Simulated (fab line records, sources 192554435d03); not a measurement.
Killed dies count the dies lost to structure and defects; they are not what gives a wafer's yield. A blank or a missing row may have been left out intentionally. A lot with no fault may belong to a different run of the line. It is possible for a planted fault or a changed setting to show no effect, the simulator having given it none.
Which tool was responsible?    flow n5-finfet    Sampling: 10 lots, 30 wafers, 5 of 1938 route steps

## WHAT EACH GAUGE READ, for each wafer
N5_BEOL_M4_RC_MEAS_101.
lot   measured      on         DIBL_N (mV/V)
L956  day 8 15:29   prober-01  35.6 39.3 37.9
L958  day 9 05:58   prober-01  35.3 36.9 31.4
L961  day 9 12:27   prober-02  35.6 33.2 32.8
L967  day 11 11:31  prober-02  34.3 39.5 32.7
L968  day 11 18:20  prober-02  33.6 35.7 34.1
L971  day 11 20:48  prober-02  38.6 33.9 39.1
L973  day 12 05:58  prober-01  33.1 32.3 33.5
L972  day 12 14:50  prober-01  37.6 35.6 38.4
L976  day 13 15:20  prober-01  35.9 39.2 35.8
L979  day 14 14:02  prober-02  38.0 36.1 36.0

## EACH LOT AND THE TOOL THAT RAN IT (in order: tool; ch and the chambers of the sampled wafers; start)
lot   N5_BEOL_M1_SPUTTER_90         N5_BEOL_M1_PRE_CLEAN_60           N5_BEOL_M1_DEP_57                N5_BEOL_M2_ETCH_63
L956  pvd-sputter-02, day 6 16:11   cvd-co-01 ch 0,1,2, day 6 17:40   pecvd-03 ch 0,2, day 6 17:49     rie-diel-03 ch 2,3, day 6 20:08
L958  pvd-sputter-03, day 6 21:55   cvd-co-02 ch 0,1, day 6 23:37     pecvd-01 ch 0,1, day 6 23:47     rie-diel-01 ch 0,1,3, day 7 02:38
L961  pvd-sputter-02, day 7 14:07   cvd-co-02 ch 0,1, day 7 15:42     pecvd-03 ch 0,1,2, day 7 15:52   rie-diel-05 ch 0,1, day 7 18:53
L967  pvd-sputter-02, day 9 15:22   cvd-co-02 ch 0,1,2, day 9 16:52   pecvd-01 ch 0,1, day 9 17:02     rie-diel-05 ch 0,1,2, day 9 18:03
L968  pvd-sputter-02, day 10 00:08  cvd-co-01 ch 1,2, day 10 01:37    pecvd-01 ch 0,1, day 10 01:47    rie-diel-03 ch 0,1,3, day 10 02:57
L971  pvd-sputter-02, day 10 10:49  cvd-co-02 ch 0,1,2, day 10 12:17  pecvd-01 ch 0,1, day 10 12:28    rie-diel-05 ch 0,3, day 10 14:08
L973  pvd-sputter-01, day 10 15:58  cvd-co-02 ch 1,2, day 10 17:28    pecvd-04 ch 0,2, day 10 17:37    rie-diel-03 ch 1,2,3, day 10 18:41
L972  pvd-sputter-03, day 10 16:16  cvd-co-01 ch 0,1, day 10 18:22    pecvd-04 ch 0,1,2, day 10 18:32  rie-diel-05 ch 0,1,3, day 10 22:52
L976  pvd-sputter-01, day 11 13:37  cvd-co-01 ch 0,1,2, day 11 15:41  pecvd-01 ch 0,1,2, day 11 15:52  rie-diel-01 ch 2,3, day 11 18:14
L979  pvd-sputter-02, day 12 07:28  cvd-co-01 ch 0,2, day 12 08:58    pecvd-01 ch 0,1, day 12 09:08    rie-diel-01 ch 0,1,3, day 12 10:37
- N5_BEOL_M1_SPUTTER_90: material Cu, target thk 4.5 nm, time 8.29 s.
- N5_BEOL_M1_PRE_CLEAN_60: time 15 s.
- N5_BEOL_M1_DEP_57: deposits SiCN from 3MS/NH3, target thk 8 nm, time 14 s.
- N5_BEOL_M2_ETCH_63: etches SiARC in CF4, target depth 15.6 nm, time 26 s.

## THE ANSWER, worked out from the rows above alone
Rule: the lots themselves supply what counts as usual. The widest of any qualifying gaps counts: lots, ordered by their means at a reading, are off when they make up no more than a third of the lots, leave a main group of 4 or more, and stand apart from it by 3 or more times the standard deviation of that group's means. The tables above print the reading to a certain number of digits; a main group whose means all agree to those digits is not used. A lot without any number at a reading at which 4 lots or more have one is off too. Any other lot the step has rows for is counted as sound.
No lot is off at any reading shown: from this, nothing can be told.

## WHAT THE SIMULATOR PUT IN
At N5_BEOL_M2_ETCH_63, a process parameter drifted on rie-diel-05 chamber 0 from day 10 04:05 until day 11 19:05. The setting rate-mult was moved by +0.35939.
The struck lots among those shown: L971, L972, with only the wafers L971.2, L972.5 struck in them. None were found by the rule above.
